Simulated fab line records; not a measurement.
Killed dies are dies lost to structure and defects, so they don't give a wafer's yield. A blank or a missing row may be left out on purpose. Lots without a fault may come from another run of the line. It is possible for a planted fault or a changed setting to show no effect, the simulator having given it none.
Which tool did it? / flow n5Finfet / 22 lots, 66 wafers sampled, at 2 steps of a route of 1938

## WHAT EACH GAUGE READ, for each wafer
N5_SD_EPI_N_EPI_MEAS_23. Usual: thkNm reads 59.0 nm (standard deviation 1.2).
lot=L075; measured=day 3 08:46; on=filmMetro-02; thkNm (nm)=58.4 59.6 61.0; flag=
lot=L076; measured=day 4 01:35; on=filmMetro-01; thkNm (nm)=58.6 58.9 60.8; flag=
lot=L077; measured=day 4 05:37; on=filmMetro-02; thkNm (nm)=61.4 59.5 59.3; flag=
lot=L078; measured=day 4 10:35; on=filmMetro-02; thkNm (nm)=58.8 58.7 59.2; flag=
lot=L079; measured=day 4 14:15; on=filmMetro-01; thkNm (nm)=59.1 57.6 58.5; flag=
lot=L080; measured=day 4 16:22; on=filmMetro-01; thkNm (nm)=59.1 59.5 59.3; flag=
lot=L081; measured=day 5 01:52; on=filmMetro-02; thkNm (nm)=58.6 59.8 60.2; flag=
lot=L082; measured=day 5 05:19; on=filmMetro-02; thkNm (nm)=59.0 59.6 58.4; flag=
lot=L084; measured=day 5 18:43; on=filmMetro-02; thkNm (nm)=59.2 57.4 58.6; flag=
lot=L085; measured=day 6 07:36; on=filmMetro-01; thkNm (nm)=59.5 60.0 59.2; flag=
lot=L086; measured=day 6 07:49; on=filmMetro-01; thkNm (nm)=56.5 57.9 58.7; flag=
lot=L087; measured=day 6 12:55; on=filmMetro-01; thkNm (nm)=57.9 58.1 59.8; flag=
lot=L088; measured=day 6 20:23; on=filmMetro-01; thkNm (nm)=60.0 57.6 60.1; flag=
lot=L089; measured=day 6 21:51; on=filmMetro-01; thkNm (nm)=60.7 58.9 59.1; flag=
lot=L090; measured=day 7 08:26; on=filmMetro-02; thkNm (nm)=61.9 61.1 58.8; flag=
lot=L091; measured=day 7 13:26; on=filmMetro-02; thkNm (nm)=59.5 59.0 62.3; flag=
lot=L092; measured=day 7 22:06; on=filmMetro-01; thkNm (nm)=58.0 57.5 57.2; flag=
lot=L093; measured=day 8 02:32; on=filmMetro-02; thkNm (nm)=59.7 61.1 58.9; flag=
lot=L094; measured=day 8 05:59; on=filmMetro-02; thkNm (nm)=58.8 61.1 58.8; flag=
lot=L095; measured=day 8 09:56; on=filmMetro-01; thkNm (nm)=59.0 58.8 56.3; flag=
lot=L096; measured=day 8 19:46; on=filmMetro-01; thkNm (nm)=59.3 58.2 60.5; flag=
lot=L097; measured=day 8 22:05; on=filmMetro-01; thkNm (nm)=58.2 58.5 58.5; flag=

## WHAT TOOL EACH LOT RAN ON (gives the tool, then ch and the chambers of the sampled wafers, and finally the start)
lot=L075; N5_SPACER0_ALD_08=aldSin-04 ch 0,2,3, day 3 04:44
lot=L076; N5_SPACER0_ALD_08=aldSin-04 ch 1,2,3, day 3 21:22
lot=L077; N5_SPACER0_ALD_08=aldSin-02 ch 1,2, day 4 01:31
lot=L078; N5_SPACER0_ALD_08=aldSin-04 ch 0,1,2, day 4 05:33
lot=L079; N5_SPACER0_ALD_08=aldSin-02 ch 0,2,3, day 4 09:28
lot=L080; N5_SPACER0_ALD_08=aldSin-04 ch 0,1,2, day 4 12:20
lot=L081; N5_SPACER0_ALD_08=aldSin-02 ch 0,1,3, day 4 21:50
lot=L082; N5_SPACER0_ALD_08=aldSin-01 ch 0,2,3, day 5 00:16
lot=L084; N5_SPACER0_ALD_08=aldSin-04 ch 0,2,3, day 5 14:41
lot=L085; N5_SPACER0_ALD_08=aldSin-04 ch 0,1, day 6 03:25
lot=L086; N5_SPACER0_ALD_08=aldSin-01 ch 0,1, day 6 03:45
lot=L087; N5_SPACER0_ALD_08=aldSin-01 ch 1,3, day 6 08:59
lot=L088; N5_SPACER0_ALD_08=aldSin-04 ch 0,1,3, day 6 15:44
lot=L089; N5_SPACER0_ALD_08=aldSin-04 ch 0,1,2, day 6 17:49
lot=L090; N5_SPACER0_ALD_08=aldSin-01 ch 0,1, day 7 02:14
lot=L091; N5_SPACER0_ALD_08=aldSin-02 ch 0,1,3, day 7 08:56
lot=L092; N5_SPACER0_ALD_08=aldSin-02 ch 0,2,3, day 7 17:50
lot=L093; N5_SPACER0_ALD_08=aldSin-01 ch 1,3, day 7 21:56
lot=L094; N5_SPACER0_ALD_08=aldSin-01 ch 0,2,3, day 8 01:10
lot=L095; N5_SPACER0_ALD_08=aldSin-02 ch 0,2,3, day 8 05:46
lot=L096; N5_SPACER0_ALD_08=aldSin-01 ch 1,3, day 8 15:47
lot=L097; N5_SPACER0_ALD_08=aldSin-01 ch 1,3, day 8 18:03
- N5_SPACER0_ALD_08: deposits SiNx, target thk 2 nm.

## AS READ BY THE TOOLS THEMSELVES (means over the sampled wafers that have a number; for cases with no such wafer, the mark the record gives instead)
N5_SPACER0_ALD_08. Usual: heaterPowerW 827 W, standard deviation 61; susceptorTempC 400.01 C, standard deviation 0.2.
lot=L075; tool=aldSin-04; heaterPowerW (W)=853; susceptorTempC (C)=399.96; flag=
lot=L076; tool=aldSin-04; heaterPowerW (W)=877; susceptorTempC (C)=400.11; flag=
lot=L077; tool=aldSin-02; heaterPowerW (W)=811; susceptorTempC (C)=400.06; flag=
lot=L078; tool=aldSin-04; heaterPowerW (W)=874; susceptorTempC (C)=399.87; flag=
lot=L079; tool=aldSin-02; heaterPowerW (W)=809; susceptorTempC (C)=400.00; flag=
lot=L080; tool=aldSin-04; heaterPowerW (W)=865; susceptorTempC (C)=399.87; flag=
lot=L081; tool=aldSin-02; heaterPowerW (W)=783; susceptorTempC (C)=400.13; flag=
lot=L082; tool=aldSin-01; heaterPowerW (W)=822; susceptorTempC (C)=399.94; flag=
lot=L084; tool=aldSin-04; heaterPowerW (W)=850; susceptorTempC (C)=399.94; flag=
lot=L085; tool=aldSin-04; heaterPowerW (W)=805; susceptorTempC (C)=399.79; flag=
lot=L086; tool=aldSin-01; heaterPowerW (W)=800; susceptorTempC (C)=400.00; flag=
lot=L087; tool=aldSin-01; heaterPowerW (W)=830; susceptorTempC (C)=400.09; flag=
lot=L088; tool=aldSin-04; heaterPowerW (W)=809; susceptorTempC (C)=399.88; flag=
lot=L089; tool=aldSin-04; heaterPowerW (W)=880; susceptorTempC (C)=399.93; flag=
lot=L090; tool=aldSin-01; heaterPowerW (W)=795; susceptorTempC (C)=399.89; flag=
lot=L091; tool=aldSin-02; heaterPowerW (W)=789; susceptorTempC (C)=399.97; flag=
lot=L092; tool=aldSin-02; heaterPowerW (W)=826; susceptorTempC (C)=399.98; flag=
lot=L093; tool=aldSin-01; heaterPowerW (W)=841; susceptorTempC (C)=400.10; flag=
lot=L094; tool=aldSin-01; heaterPowerW (W)=821; susceptorTempC (C)=399.92; flag=
lot=L095; tool=aldSin-02; heaterPowerW (W)=816; susceptorTempC (C)=399.97; flag=
lot=L096; tool=aldSin-01; heaterPowerW (W)=820; susceptorTempC (C)=399.88; flag=
lot=L097; tool=aldSin-01; heaterPowerW (W)=850; susceptorTempC (C)=400.26; flag=

## THE ANSWER, worked out from the rows above alone
Rule: a lot is off if the mean of its wafers that have a number lies more than 3 standard deviations from the usual mean. A lot without any number at a reading at which 4 lots or more have one is off too. The other lots that the step has rows for count as sound. First the gauges in route order, then the tools' own readings, where a lot's mean is used as printed above. At the first step where some lot is off, the reading lying furthest off is the one used; lots without a number count as furthest.
Nothing can be told from this: no lot is off at any reading shown.

## WHAT WAS PUT IN BY THE SIMULATOR
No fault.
